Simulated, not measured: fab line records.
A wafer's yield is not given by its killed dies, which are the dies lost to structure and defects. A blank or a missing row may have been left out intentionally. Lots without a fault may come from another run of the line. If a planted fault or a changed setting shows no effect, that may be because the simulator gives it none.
Problem report, 8D (eight disciplines) form, completed by code -- flow n5_finfet -- the parts of the form that need people (team, actions taken, sign-off) are left out

== 1. WHAT WENT WRONG ==
cd_nm at N5_PMOS_HMC_CHANNEL_EPI_CD_MEAS_09 reads a mean of 249.0 nm on 6 wafers of 2 lots; wafers without a fault read 237.4 nm with a standard deviation of 1.1. Relative to the usual mean, that is a shift of +11 standard deviations.
The step: target cd 237.4 nm.
Earliest sighting: wafer L253.1 on cd_sem-03 at day 4 23:59. The record holds 27 wafers of 9 lots with a number at this step. Rule for "out", or "out of limits": more than 4 standard deviations from the usual mean. The rest of the wafers with a number are treated as sound.

== 2. WHAT IT IS, WHAT IT ISN'T ==
question,is,is not
which readings at this step,cd_nm,-
which lots,"L253, L254","L240, L247, L248, L249, L261, L262, L263"
which wafers of those lots,all that have a number,-
read on which gauges,cd_sem-03,"cd_sem-01, cd_sem-02"
when,from day 4 23:59,"up to then (12 sound wafers); but 9 sound wafers of L261, L262, L263 came after"

== 3. SUSPECTS, AND WHAT RULES EACH OUT ==
Counting: a tool stays on the suspect list if, at a process step up to the reading, it processed all lots that are out and no sound lot following the first of them.
- ruled out: the gauge at N5_PMOS_HMC_CHANNEL_EPI_CD_MEAS_09. All the wafers that are out were read on cd_sem-03, but those of them that N5_PMOS_HMC_CHANNEL_EPI_PEB_07 has rows for are out there too, on other tools.
- rtp_anneal-02 at N5_WELL_APT_RTA_34 (time 10 s): kept. It processed each lot that is out, first L253 at day 4 22:40, and no sound lot thereafter; up to then, the last sound lot it processed was L247 at day 3 10:58.
- litho_track-02 at N5_PMOS_HMC_CHANNEL_EPI_PEB_07 (peb time 60 s): ruled out as a lasting fault. After its first lot that is out, L253 (day 4 23:55), sound lots L263 ran on it.
After counting, what remains is rtp_anneal-02 at N5_WELL_APT_RTA_34.

== 4. THE CAUSE (what the simulator had put in) ==
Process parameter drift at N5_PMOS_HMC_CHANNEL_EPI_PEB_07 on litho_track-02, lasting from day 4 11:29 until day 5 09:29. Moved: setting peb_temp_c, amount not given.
It was ruled out by counting, in error; the rule expects a fault to strike all lots run on its tool from its start on, and this fault did not.

== 5. THE CHAIN OF EFFECTS, in route order ==
Rows list readings where the struck wafers' mean (over those with a number) sits beyond 3 standard deviations from the usual. Only readings whose record carries a usual standard deviation are examined. hours: median over the lots of the time between each lot's start at the first step of this table that gives one and its start at this step. sigmas: the change, counted in usual standard deviations.
hours,step,reading,usual,on struck wafers,change,sigmas
0,N5_PMOS_HMC_CHANNEL_EPI_PEB_07,heater_power_total_W,175.3 W,185.6,+10.3,+6.4
0,N5_PMOS_HMC_CHANNEL_EPI_PEB_07,plate_temp_C,110.02 C,114.58,+4.56,+38
0,N5_PMOS_HMC_CHANNEL_EPI_CD_MEAS_09,cd_nm,237.4 nm,249.0,+11.6,+11
Process steps it contains:
- N5_PMOS_HMC_CHANNEL_EPI_PEB_07: peb time 60 s.
Later measuring or inspecting steps at which every struck wafer that the step has a row for has a number for every such reading, and none has moved that far: N5_PMOS_HMC_CHANNEL_EPI_INSPECT_11, N5_BEOL_M4_RC_MEAS_101.

== 6. WHAT WOULD HAVE CAUGHT IT SOONER ==
13 hours passed between the start of the fault at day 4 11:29 and the first reading out of limits at a measuring or inspecting step in this record, taken at day 4 23:59.
Tool's own readings at N5_PMOS_HMC_CHANNEL_EPI_PEB_07, heater_power_total_W, plate_temp_C: out on all struck wafers the step has rows for; an alarm limit on them would have tripped on the first.
